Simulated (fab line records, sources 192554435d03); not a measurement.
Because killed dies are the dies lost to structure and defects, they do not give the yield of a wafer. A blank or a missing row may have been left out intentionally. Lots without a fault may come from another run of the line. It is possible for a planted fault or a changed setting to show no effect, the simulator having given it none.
fab line records ; flow n5-finfet ; part 1 of 2: steps 1 to 18 of 28
[record] lots = 5; wafers = 15; last-day = 18
route steps=1938 shown SDB@362 DUMMY_REMOVAL@377 HKMG_FIN@385
lots that met no fault: from a run of the same line without faults
start-h: start of the lot's first displayed wafer, in hours after the record's first day ; wait-h: hours since the lot's step before ; " same as the row above ; L1.1+2: a single row standing in for several wafers ; - value missing, or start not given ; * or withheld: withheld ; < > ~ a bound
route shown NAME@n: a module of which the file shows steps, and the number in the route of the first ; usual: mean/standard deviation of fault-free wafers ; same: alike in all rows ; chamber/n: place in a boat ; sites: readings site by site ; _std_site: standard deviation of those values ; _edge_site: outer sites' mean less inner sites' ; radius-mm: how far each site lies from the wafer's centre ; mask NAME#n: copy n ; behind: the last tool/chamber to shape the wafer ; hold: the reason the lot was held/the length of the hold in hours/how it ended ; device: transistor that didn't switch, given as n, p or np ; end of line: tests run on the same wafers once the route is complete ; for a step that has no rows: nothing shown but its recipe ; killed: count of dies lost to structure and defects at first sort (not the wafer's yield) ; map: dies across one wafer; x = killed, . = not, _ = none there
set.NAME: the run value of the setting; set.NAME@STEP: its run value at that earlier step ; model.NAME: the simulator's own value behind a step, which no gauge read
lots seen at some steps along the route; tables by step, rows by wafer
services: the hour from which a tool's chamber was out of use, counted from the record's first day as start-h (under 0 if before that day), plus the number of hours and why
[[steps]]
[step N5_SDB_STRIP_19]
[recipe] chemistry = N2/H2; temp-c = 40; n2-flow-sccm = 200; h2-flow-sccm = 200; rf-frequency-hz = 6e+07
lot.wafer;tool;chamber;start-h;wait-h
L076.2+4+5;rie-diel-06;0,2,1;86.18;0.1
L082.1+5+6;rie-diel-02;3,3,2;114.14;0.1
L089.2+3+5;rie-diel-04;1,0,1;156.00;0.1
L095.1+3+4;rie-diel-06;0,1,3;191.44;0.1
L097.1+4+5;rie-diel-02;1,2,2;207.56;0.1
[step N5_SDB_STRIP_21]
[recipe] chemistry = CF4; resist = SiARC; power-w = 300; bias-power-w = 75; pressure-mtorr = 50; cf4-flow-sccm = 150; rf-frequency-hz = 6e+07
[usual] drypump-motor-current-A = 5.9/0.52; oes-product-au = 0.77/0.071; rf-vpp-V = 271.1/1.3; showerhead-plenum-p-Torr = 1.79/0.049; throttle-valve-pct = 13.56/0.2
lot.wafer;tool;chamber;start-h;wait-h;drypump-motor-current-A;oes-product-au;rf-hours-counter-h;rf-vpp-V;showerhead-plenum-p-Torr;throttle-valve-pct
L076.2;rie-diel-06;0;86.19;0.0;6.4;0.79;92;271.6;1.83;13.39
L076.4;rie-diel-06;2;86.19;0.0;4.9;0.75;-;269.9;1.79;13.54
L076.5;rie-diel-06;1;86.19;0.0;5.7;0.86;-;271.1;1.75;13.27
L082.1;rie-diel-02;3;114.15;0.0;6.8;0.69;211;270.1;1.76;13.97
L082.5;rie-diel-02;3;114.15;0.0;6.8;0.69;-;271.5;1.76;13.98
L082.6;rie-diel-02;2;114.15;0.0;5.9;0.70;-;270.9;1.79;13.72
L089.2;rie-diel-04;1;156.01;0.0;5.8;0.70;245;271.6;1.81;13.72
L089.3;rie-diel-04;0;156.01;0.0;5.9;0.89;28;273.9;1.88;13.50
L089.5;rie-diel-04;1;156.01;0.0;5.8;0.70;-;271.4;1.81;13.71
L095.1;rie-diel-06;0;191.45;0.0;6.4;0.75;140;271.4;1.81;13.52
L095.3;rie-diel-06;1;191.45;0.0;5.8;0.80;95;270.3;1.74;13.39
L095.4;rie-diel-06;3;191.45;0.0;6.4;0.77;-;273.1;1.89;13.58
L097.1;rie-diel-02;1;207.57;0.0;6.3;0.83;68;271.5;1.81;13.44
L097.4;rie-diel-02;2;207.57;0.0;5.8;0.68;248;270.4;1.78;13.82
L097.5;rie-diel-02;2;207.57;0.0;5.9;0.68;-;272.1;1.78;13.82
[step N5_SDB_HM_OPEN_20]
[recipe] chemistry = CH3F/O2; target = SiNx; mask-material = SOC; target-depth-a = 240; stop-on = poly-Si; over-etch-frac = 0.4; ion-energy-ev = 120; pressure-mtorr = 30; source-w = 395; bias-w = 73; Ar_flow_sccm = 150; CH3F_flow_sccm = 30; O2_flow_sccm = 20
[usual] O2_flow_sccm = 20.00/0.054; drypump-motor-current-A = 5.9/0.52; oes-product-au = 0.64/0.061; rf-vpp-V = 295/6.1; showerhead-plenum-p-Torr = 2.00/0.058; throttle-valve-pct = 16.31/0.24
lot.wafer;tool;chamber;start-h;wait-h;O2_flow_sccm;drypump-motor-current-A;oes-product-au;rf-hours-counter-h;rf-vpp-V;showerhead-plenum-p-Torr;throttle-valve-pct
L076.2;rie-diel-06;0;86.21;0.0;20.07;6.4;0.66;92;299;2.02;16.08
L076.4;rie-diel-06;2;86.21;0.0;20.09;4.9;0.63;-;288;1.99;16.28
L076.5;rie-diel-06;1;86.21;0.0;19.93;5.8;0.75;-;295;1.95;16.06
L082.1;rie-diel-02;3;114.17;0.0;20.13;6.8;0.56;211;308;1.98;16.82
L082.5;rie-diel-02;3;114.17;0.0;20.01;6.8;0.58;-;307;1.98;16.81
L082.6;rie-diel-02;2;114.17;0.0;19.99;5.8;0.58;-;297;2.00;16.49
L089.2;rie-diel-04;1;156.03;0.0;19.93;5.9;0.58;245;299;2.06;16.57
L089.3;rie-diel-04;0;156.03;0.0;20.00;5.9;0.73;28;296;2.09;16.24
L089.5;rie-diel-04;1;156.03;0.0;19.93;5.9;0.58;-;299;2.06;16.56
L095.1;rie-diel-06;0;191.47;0.0;19.97;6.4;0.62;140;299;2.01;16.17
L095.3;rie-diel-06;1;191.47;0.0;19.98;5.7;0.66;95;296;1.94;16.16
L095.4;rie-diel-06;3;191.47;0.0;20.01;6.4;0.64;-;305;2.08;16.22
L097.1;rie-diel-02;1;207.59;0.0;20.01;6.3;0.67;68;284;2.04;16.39
L097.4;rie-diel-02;2;207.59;0.0;20.04;5.8;0.56;248;297;1.99;16.53
L097.5;rie-diel-02;2;207.59;0.0;19.94;5.9;0.57;-;296;1.99;16.54
[step N5_SDB_STRIP_22]
[recipe] chemistry = N2/H2; power-w = 1000; temp-c = 250; h2-frac = 0.65; overash-fraction = 0.3; pressure-mtorr = withheld; n2-flow-sccm = 1750; h2-flow-sccm = 3250
[usual] drypump-motor-current-A = 5.7/0.41; heater-power-w = 360/23; n2-flow-sccm = 1750/5.4; oes-product-au = 0.715/0.0045; strip-time-to-endpoint-s = 96.5/0.42
lot.wafer;tool;chamber;start-h;wait-h;drypump-motor-current-A;heater-power-w;n2-flow-sccm;oes-product-au;rf-hours-counter-h;strip-time-to-endpoint-s
L076.2;plasma-asher-02;0;86.29;0.1;5.1;360;1739;0.716;79;96.6
L076.4;plasma-asher-02;1;86.29;0.1;5.8;325;1749;0.718;-;96.3
L076.5;plasma-asher-02;0;86.29;0.1;5.2;367;1745;0.710;-;96.0
L082.1;plasma-asher-02;0;114.25;0.1;5.1;359;1742;0.711;84;96.0
L082.5;plasma-asher-02;1;114.25;0.1;5.8;327;1756;0.721;-;95.9
L082.6;plasma-asher-02;0;114.25;0.1;5.1;368;1747;0.715;-;94.9
L089.2;plasma-asher-02;1;156.18;0.1;5.7;312;1754;0.716;94;97.2
L089.3;plasma-asher-02;1;156.18;0.1;5.7;319;1744;0.713;-;96.9
L089.5;plasma-asher-02;0;156.18;0.1;5.1;363;1750;0.706;-;97.1
L095.1;plasma-asher-01;1;191.55;0.1;6.2;391;1750;0.708;69;96.8
L095.3;plasma-asher-01;0;191.55;0.1;5.5;354;1764;0.721;-;96.5
L095.4;plasma-asher-01;1;191.55;0.1;6.2;377;1750;0.711;-;96.4
L097.1;plasma-asher-01;0;207.67;0.1;5.5;371;1743;0.723;72;97.4
L097.4;plasma-asher-01;0;207.67;0.1;5.5;360;1752;0.714;-;96.7
L097.5;plasma-asher-01;1;207.67;0.1;6.3;385;1751;0.712;-;96.7
[step N5_SDB_PRECLEAN_23]
[recipe] chemistry = dHF; time-s = 30; temp-c = 25; dilution = withheld
[same] time-s = 30
lot.wafer;tool;chamber;start-h;wait-h
L076.2+4+5;wet-bench-02;4,7,0;86.43;0.1
L082.1+5+6;wet-bench-02;7,0,6;114.40;0.1
L089.2+3+5;wet-bench-01;3,0,4;156.33;0.1
L095.1+3+4;wet-bench-01;3,5,6;191.70;0.1
L097.1+4+5;wet-bench-02;1,3,0;207.82;0.1
[step N5_SDB_DUMMY_REMOVE_24]
[recipe] chemistry = TMAH; temp-c = 70; target = poly-Si; stop-on = SiO2; target-depth-nm = 142; conc-wt-pct = 5; time-s = 57; dry = ipa-marangoni; rinse-time-s = 30; rinse-temp-c = 23
[usual] conc-wt-pct = 5.00/0.048
[same] rinse-time-s = 30; time-s = 57
lot.wafer;tool;chamber;start-h;wait-h;conc-wt-pct
L076.2;wet-bench-02;4;86.46;0.0;5.01
L076.4;wet-bench-02;7;86.46;0.0;5.01
L076.5;wet-bench-02;0;86.46;0.0;5.04
L082.1;wet-bench-02;7;114.41;0.0;5.01
L082.5;wet-bench-02;0;114.41;0.0;5.06
L082.6;wet-bench-02;6;114.41;0.0;4.94
L089.2;wet-bench-01;3;156.34;0.0;4.98
L089.3;wet-bench-01;0;156.34;0.0;4.92
L089.5;wet-bench-01;4;156.34;0.0;4.99
L095.1;wet-bench-01;3;191.71;0.0;4.93
L095.3;wet-bench-01;5;191.71;0.0;5.06
L095.4;wet-bench-01;6;191.71;0.0;4.97
L097.1;wet-bench-02;1;207.83;0.0;4.97
L097.4;wet-bench-02;3;207.83;0.0;5.00
L097.5;wet-bench-02;0;207.83;0.0;4.98
[step N5_SDB_ETCH_25]
[recipe] chemistry = C4F6/O2; target = SiO2; target-depth-a = 100; time-s = 3.3; ion-energy-ev = 250; mask-material = SiNx; pressure-mtorr = 30; source-w = 345; bias-w = 185; Ar_flow_sccm = 300; C4F6_flow_sccm = 10; O2_flow_sccm = 10
[usual] O2_flow_sccm = 10.00/0.031; drypump-motor-current-A = 5.9/0.43; oes-product-au = 0.77/0.081; rf-vpp-V = 661/13; showerhead-plenum-p-Torr = 2.85/0.098; throttle-valve-pct = 21.11/0.24
[same] time-s = 3.3
lot.wafer;tool;chamber;start-h;wait-h;O2_flow_sccm;drypump-motor-current-A;oes-product-au;rf-hours-counter-h;rf-vpp-V;showerhead-plenum-p-Torr;throttle-valve-pct
L076.2;rie-diel-04;3;86.55;0.0;9.97;5.8;0.71;216;646;2.71;20.90
L076.4;rie-diel-04;0;86.55;0.0;10.03;5.9;0.95;6;665;2.98;21.04
L076.5;rie-diel-04;1;86.55;0.0;9.99;5.9;0.70;-;670;2.94;21.28
L082.1;rie-diel-02;0;114.47;0.0;9.99;5.8;0.74;156;657;2.70;20.79
L082.5;rie-diel-02;1;114.47;0.0;9.96;6.3;0.85;-;637;2.92;21.28
L082.6;rie-diel-02;0;114.47;0.0;10.02;5.8;0.74;-;657;2.70;20.79
L089.2;rie-diel-02;3;156.40;0.0;10.05;6.8;0.68;228;689;2.81;21.63
L089.3;rie-diel-02;0;156.40;0.0;9.95;5.8;0.72;174;656;2.69;20.82
L089.5;rie-diel-02;0;156.40;0.0;9.92;5.8;0.73;-;658;2.69;20.81
L095.1;rie-diel-06;1;191.77;0.0;10.03;5.8;0.79;95;663;2.76;20.96
L095.3;rie-diel-06;0;191.77;0.0;9.97;6.4;0.74;140;668;2.86;21.02
L095.4;rie-diel-06;0;191.77;0.0;9.96;6.4;0.75;-;668;2.86;21.02
L097.1;rie-diel-04;1;208.27;0.4;9.99;5.8;0.93;8;672;2.92;21.01
L097.4;rie-diel-04;2;208.27;0.4;10.06;6.0;0.82;90;655;2.97;21.11
L097.5;rie-diel-04;3;208.27;0.4;10.02;5.8;1.00;-;656;3.04;20.57
[step N5_SDB_CUT_ETCH_26]
[recipe] chemistry = HBr/Cl2/O2; target = Si; target-depth-a = 1296; bt-time-s = 20; mask-material = SiNx; time-s = 51.8; ion-energy-ev = *; bias-w = *; pressure-mtorr = 10; icp-w = 800; HBr_flow_sccm = 150; Cl2_flow_sccm = 80; O2_flow_sccm = 12
[usual] HBr_flow_sccm = 149.9/0.45; O2_flow_sccm = 11.99/0.04; drypump-motor-current-A = 5.8/0.46; he-backside-leak-sccm = 2.73/0.29; oes-product-au = 1.000/0.015; throttle-valve-pct = 37.2/0.31
[same] time-s = 51.8
lot.wafer;tool;chamber;start-h;wait-h;HBr_flow_sccm;O2_flow_sccm;drypump-motor-current-A;he-backside-leak-sccm;oes-product-au;rf-hours-counter-h;throttle-valve-pct
L076.2;rie-si-02;0;86.63;0.1;149.4;11.93;5.8;2.42;1.001;33;37.4
L076.4;rie-si-02;1;86.63;0.1;149.1;11.96;6.2;2.94;1.008;84;36.7
L076.5;rie-si-02;2;86.63;0.1;150.0;12.05;5.6;2.90;1.011;-;36.8
L082.1;rie-si-03;2;114.56;0.1;149.3;12.03;5.5;2.93;0.970;119;37.0
L082.5;rie-si-03;2;114.56;0.1;149.8;11.99;5.6;2.82;0.975;-;37.0
L082.6;rie-si-03;3;114.56;0.1;150.0;11.98;5.3;2.41;0.988;-;37.1
L089.2;rie-si-02;1;156.49;0.1;149.4;12.08;6.3;2.93;1.023;85;36.7
L089.3;rie-si-02;2;156.49;0.1;150.0;12.00;5.7;3.01;1.000;179;36.8
L089.5;rie-si-02;0;156.49;0.1;149.9;12.00;5.9;2.37;0.999;-;37.4
L095.1;rie-si-02;3;191.85;0.1;149.6;12.03;6.5;2.55;1.009;5;37.1
L095.3;rie-si-02;2;191.85;0.1;150.5;11.99;5.6;3.02;1.005;180;36.8
L095.4;rie-si-02;1;191.85;0.1;149.7;12.00;6.3;3.02;1.007;86;36.7
L097.1;rie-si-01;3;208.36;0.1;150.3;12.03;5.5;2.83;0.997;1;37.0
L097.4;rie-si-01;0;208.36;0.1;150.4;12.00;6.6;2.57;1.023;78;37.3
L097.5;rie-si-01;0;208.36;0.1;150.2;12.00;6.6;2.62;1.017;-;37.3
[step N5_SDB_PRECLEAN_38]
[recipe] chemistry = dHF; time-s = 10; dilution = 750:1; temp-c = 25
[same] time-s = 10
lot.wafer;tool;chamber;start-h;wait-h
L076.2+4+5;wet-bench-06;4,2,7;86.75;0.1
L082.1+5+6;wet-bench-06;5,7,6;114.67;0.1
L089.2+3+5;wet-bench-02;7,6,5;156.61;0.1
L095.1+3+4;wet-bench-06;6,7,1;191.97;0.1
L097.1+4+5;wet-bench-01;4,7,3;208.47;0.1
[step N5_SDB_PRECLEAN_39]
[recipe] chemistry = O3/DIW; time-s = 45; temp-c = 22; o3-ppm = 10
[same] time-s = 45
lot.wafer;tool;chamber;start-h;wait-h
L076.2+4+5;wet-bench-06;4,2,7;86.76;0.0
L082.1+5+6;wet-bench-06;5,7,6;114.68;0.0
L089.2+3+5;wet-bench-02;7,6,5;156.62;0.0
L095.1+3+4;wet-bench-06;6,7,1;191.98;0.0
L097.1+4+5;wet-bench-01;4,7,3;208.48;0.0
[step N5_SDB_SRD_28]
[recipe] dry = ipa-marangoni; time-s = 30; temp-c = 23; rinse-liquid = diw
[same] time-s = 30
lot.wafer;tool;chamber;start-h;wait-h
L076.2+4+5;wet-bench-06;4,2,7;86.77;0.0
L082.1+5+6;wet-bench-06;5,7,6;114.69;0.0
L089.2+3+5;wet-bench-02;7,6,5;156.63;0.0
L095.1+3+4;wet-bench-06;6,7,1;191.99;0.0
L097.1+4+5;wet-bench-01;4,7,3;208.49;0.0
[step N5_SDB_ALD_29]
[recipe] material = SiNx; target-thk-a = 300; temp-c = 400; ald-precursor-family = SiH2I2; ald-co-reactant = N2/H2-plasma; pulse-time-s = 1; ald-cycles = 600; purge-time-s = 2; co-reactant-purge-time-s = 2; pressure-torr = 2
[usual] heater-power-outer-w = 506/50; heater-power-w = 833/74; precursor-pulse-height-rel = 0.997/0.019
lot.wafer;tool;chamber;start-h;wait-h;heater-power-outer-w;heater-power-w;precursor-pulse-height-rel
L076.2;ald-sin-04;2;87.02;0.2;510;857;0.973
L076.4;ald-sin-04;3;87.02;0.2;646;1002;1.017
L076.5;ald-sin-04;2;88.38;1.6;520;859;1.039
L082.1;ald-sin-01;3;114.74;0.0;503;810;1.018
L082.5;ald-sin-01;3;116.09;1.4;503;816;0.991
L082.6;ald-sin-01;0;116.09;1.4;562;932;0.993
L089.2;ald-sin-01;0;156.68;0.0;560;921;0.986
L089.3;ald-sin-01;3;156.68;0.0;517;797;0.957
L089.5;ald-sin-01;0;158.03;1.4;573;928;0.985
L095.1;ald-sin-04;2;192.20;0.2;512;854;1.016
L095.3;ald-sin-04;3;192.20;0.2;654;1004;1.004
L095.4;ald-sin-04;0;192.20;0.2;457;758;0.964
L097.1;ald-sin-04;1;208.54;0.0;446;758;0.999
L097.4;ald-sin-04;2;208.54;0.0;518;898;0.998
L097.5;ald-sin-04;3;209.90;1.4;646;1021;1.030
[step N5_SDB_CMP_30]
[recipe] stop-on = poly-Si; t-overpolish-s = 1.54; post-cmp-clean = alkaline-brush; down-force-psi = 4.1491; platen-rpm = 51.796; pad-velocity-m-s = 1.0306; target-thk-nm = 30
[usual] motor-current-A = 12.4/1.4; overpolish-run-s = 1.539/0.0085; slurry-flow-ml-min = 150.0/0.43; time-to-endpoint-s = 15/3.1
lot.wafer;tool;chamber;start-h;wait-h;motor-current-A;overpolish-run-s;slurry-flow-ml-min;time-to-endpoint-s
L076.2;cmp-01;2;89.80;1.4;9.6;1.537;150.5;20
L076.4;cmp-01;3;89.80;1.4;12.1;1.538;150.3;18
L076.5;cmp-01;2;89.80;1.4;9.4;1.532;150.0;21
L082.1;cmp-02;1;117.51;1.4;15.5;1.546;149.7;13
L082.6;cmp-02;0;117.51;1.4;13.3;1.527;150.5;19
L082.5;cmp-02;1;117.51;1.4;15.7;1.531;150.3;13
L089.3;cmp-01;3;159.41;1.4;11.6;1.542;150.1;16
L089.2;cmp-01;2;159.41;1.4;9.6;1.561;150.4;20
L089.5;cmp-01;3;159.41;1.4;12.2;1.545;149.9;16
L095.3;cmp-01;1;194.94;1.4;12.5;1.549;149.6;16
L095.4;cmp-01;2;194.94;1.4;9.8;1.541;149.8;16
L095.1;cmp-01;3;194.94;1.4;12.9;1.543;150.1;14
L097.4;cmp-01;0;211.32;1.4;13.0;1.532;149.4;15
L097.1;cmp-01;2;211.32;1.4;9.7;1.533;149.9;19
L097.5;cmp-01;0;211.32;1.4;12.9;1.543;149.0;16
[step N5_SDB_THK_MEAS_31]
[recipe] reads = a-Si_of_DUMMY_GATE_CVD_03
[usual] SDB_THK = 63.9/1.3
lot.wafer;tool;chamber;start-h;wait-h;SDB_THK[nm]
L076.2;film-metro-01;-;90.05;-;64.1
L076.4;film-metro-01;-;90.05;-;62.3
L076.5;film-metro-01;-;90.05;-;62.5
L082.1;film-metro-01;-;117.77;-;63.2
L082.5;film-metro-01;-;117.77;-;63.4
L082.6;film-metro-01;-;117.77;-;63.0
L089.2;film-metro-01;-;159.71;-;66.0
L089.3;film-metro-01;-;159.71;-;63.2
L089.5;film-metro-01;-;159.71;-;63.2
L095.1;film-metro-01;-;195.23;-;62.8
L095.3;film-metro-01;-;195.23;-;63.8
L095.4;film-metro-01;-;195.23;-;64.6
L097.1;film-metro-02;-;211.57;-;64.2
L097.4;film-metro-02;-;211.57;-;64.9
L097.5;film-metro-02;-;211.57;-;65.1
[step N5_SDB_INSPECT_36]
[recipe] inspect-instrument = darkfield; mode = post-cmp
[usual] raw-defect-count = 39/17
lot.wafer;tool;chamber;start-h;wait-h;raw-defect-count
L076.2;defect-inspect-02;-;90.08;0.0;22
L076.4;defect-inspect-02;-;90.08;0.0;30
L076.5;defect-inspect-02;-;90.08;0.0;33
L082.1;defect-inspect-02;-;117.79;0.0;25
L082.5;defect-inspect-02;-;117.79;0.0;25
L082.6;defect-inspect-02;-;117.79;0.0;23
L089.2;defect-inspect-02;-;159.73;0.0;90
L089.3;defect-inspect-02;-;159.73;0.0;83
L089.5;defect-inspect-02;-;159.73;0.0;46
L095.1;defect-inspect-02;-;195.26;0.0;42
L095.3;defect-inspect-02;-;195.26;0.0;14
L095.4;defect-inspect-02;-;195.26;0.0;30
L097.1;defect-inspect-02;-;211.60;0.0;60
L097.4;defect-inspect-02;-;211.60;0.0;44
L097.5;defect-inspect-02;-;211.60;0.0;22
[step N5_DUMMY_REMOVAL_HM_STRIP_01]
[recipe] chemistry = CH3F/O2; material = SiNx; target-depth-a = 40; stop-on = poly-Si; time-s = 6.8; over-etch-frac = 0.3; ion-energy-ev = 60; power-w = 410; bias-w = 29; Ar_flow_sccm = 150; CH3F_flow_sccm = 30; O2_flow_sccm = 20
[usual] O2_flow_sccm = 20.00/0.059; drypump-motor-current-A = 5.8/0.46; oes-product-au = 0.69/0.067; rf-vpp-V = 127.4/0.94; showerhead-plenum-p-Torr = 2.01/0.059; throttle-valve-pct = 16.20/0.19
[same] time-s = 6.8
lot.wafer;tool;chamber;start-h;wait-h;O2_flow_sccm;drypump-motor-current-A;oes-product-au;rf-hours-counter-h;rf-vpp-V;showerhead-plenum-p-Torr;throttle-valve-pct
L076.2;rie-diel-01;1;90.11;0.0;20.09;5.4;0.78;1;127.7;1.98;15.92
L076.4;rie-diel-01;0;90.11;0.0;19.99;5.5;0.55;-;127.9;1.98;16.61
L076.5;rie-diel-01;1;90.11;0.0;20.02;5.4;0.78;-;127.1;1.98;15.93
L082.1;rie-diel-03;1;117.87;0.1;19.91;6.6;0.63;138;126.5;1.98;16.23
L082.5;rie-diel-03;3;117.87;0.1;20.05;6.5;0.75;-;127.1;2.15;16.14
L082.6;rie-diel-03;2;117.87;0.1;19.98;5.8;0.65;-;127.2;2.03;16.21
L089.2;rie-diel-01;3;159.87;0.1;20.02;6.0;0.71;42;126.9;2.06;16.34
L089.3;rie-diel-01;0;159.87;0.1;20.09;5.5;0.74;18;128.3;1.97;16.07
L089.5;rie-diel-01;2;159.87;0.1;20.10;5.3;0.75;-;127.0;1.96;15.97
L095.1;rie-diel-03;1;195.34;0.1;19.97;6.6;0.62;162;127.3;1.97;16.29
L095.3;rie-diel-03;0;195.34;0.1;20.11;6.0;0.68;65;127.5;2.01;16.22
L095.4;rie-diel-03;3;195.34;0.1;19.95;6.5;0.71;36;128.7;2.14;16.17
L097.1;rie-diel-05;2;211.63;0.0;19.98;5.0;0.68;74;126.6;1.92;16.19
L097.4;rie-diel-05;3;211.63;0.0;20.02;5.8;0.59;-;127.3;2.08;16.73
L097.5;rie-diel-05;2;211.63;0.0;20.04;5.0;0.69;-;128.0;1.92;16.22
[step N5_DUMMY_REMOVAL_STRIP_10]
[recipe] chemistry = N2/H2; time-s = 40; power-w = 100; temp-c = 40; pressure-mtorr = 100; rf-frequency-hz = 6e+07; bias-power-w = 3; n2-flow-sccm = 300; h2-flow-sccm = 300
[usual] drypump-motor-current-A = 5.8/0.45; n2-flow-sccm = 300.1/0.92; oes-product-au = 0.85/0.088; rf-vpp-V = 45.2/0.83; showerhead-plenum-p-Torr = 3.37/0.092; throttle-valve-pct = 12.00/0.27
[same] time-s = 40
lot.wafer;tool;chamber;start-h;wait-h;drypump-motor-current-A;n2-flow-sccm;oes-product-au;rf-hours-counter-h;rf-vpp-V;showerhead-plenum-p-Torr;throttle-valve-pct
L076.2;rie-diel-01;1;90.16;0.0;5.4;300.6;0.98;1;43.5;3.32;11.59
L076.4;rie-diel-01;0;90.16;0.0;5.5;300.2;0.68;-;44.2;3.30;12.53
L076.5;rie-diel-01;1;90.16;0.0;5.4;301.0;0.97;-;45.3;3.32;11.59
L082.1;rie-diel-03;1;117.90;0.0;6.6;300.9;0.78;138;43.9;3.36;12.18
L082.5;rie-diel-03;3;117.90;0.0;6.6;299.0;0.95;-;45.4;3.58;11.81
L082.6;rie-diel-03;2;117.90;0.0;5.8;299.4;0.81;-;46.0;3.42;12.02
L089.2;rie-diel-01;3;159.90;0.0;6.1;299.6;0.86;42;45.2;3.42;11.99
L089.3;rie-diel-01;0;159.90;0.0;5.5;299.9;0.93;18;44.4;3.29;11.88
L089.5;rie-diel-01;2;159.90;0.0;5.3;299.1;0.95;-;44.9;3.27;11.62
L095.1;rie-diel-03;1;195.37;0.0;6.6;300.2;0.76;162;43.8;3.35;12.25
L095.3;rie-diel-03;0;195.37;0.0;6.0;299.2;0.83;65;45.0;3.42;12.29
L095.4;rie-diel-03;3;195.37;0.0;6.5;301.0;0.90;36;45.6;3.57;11.88
L097.1;rie-diel-05;2;211.67;0.0;5.1;299.5;0.85;74;45.1;3.26;12.07
L097.4;rie-diel-05;3;211.67;0.0;5.8;301.7;0.71;-;45.0;3.49;12.59
L097.5;rie-diel-05;2;211.67;0.0;5.0;298.6;0.85;-;45.7;3.26;12.06
[step N5_DUMMY_REMOVAL_PRECLEAN_07]
[recipe] chemistry = dHF; time-s = 30; temp-c = 25; dilution = withheld
[same] time-s = 30
lot.wafer;tool;chamber;start-h;wait-h
L076.2+4+5;wet-bench-05;4,6,0;90.29;0.1
L082.1+5+6;wet-bench-03;0,2,5;118.00;0.1
L089.2+3+5;wet-bench-03;5,4,7;160.00;0.1
L095.1+3+4;wet-bench-03;4,7,6;195.46;0.1
L097.1+4+5;wet-bench-04;7,3,1;211.76;0.1
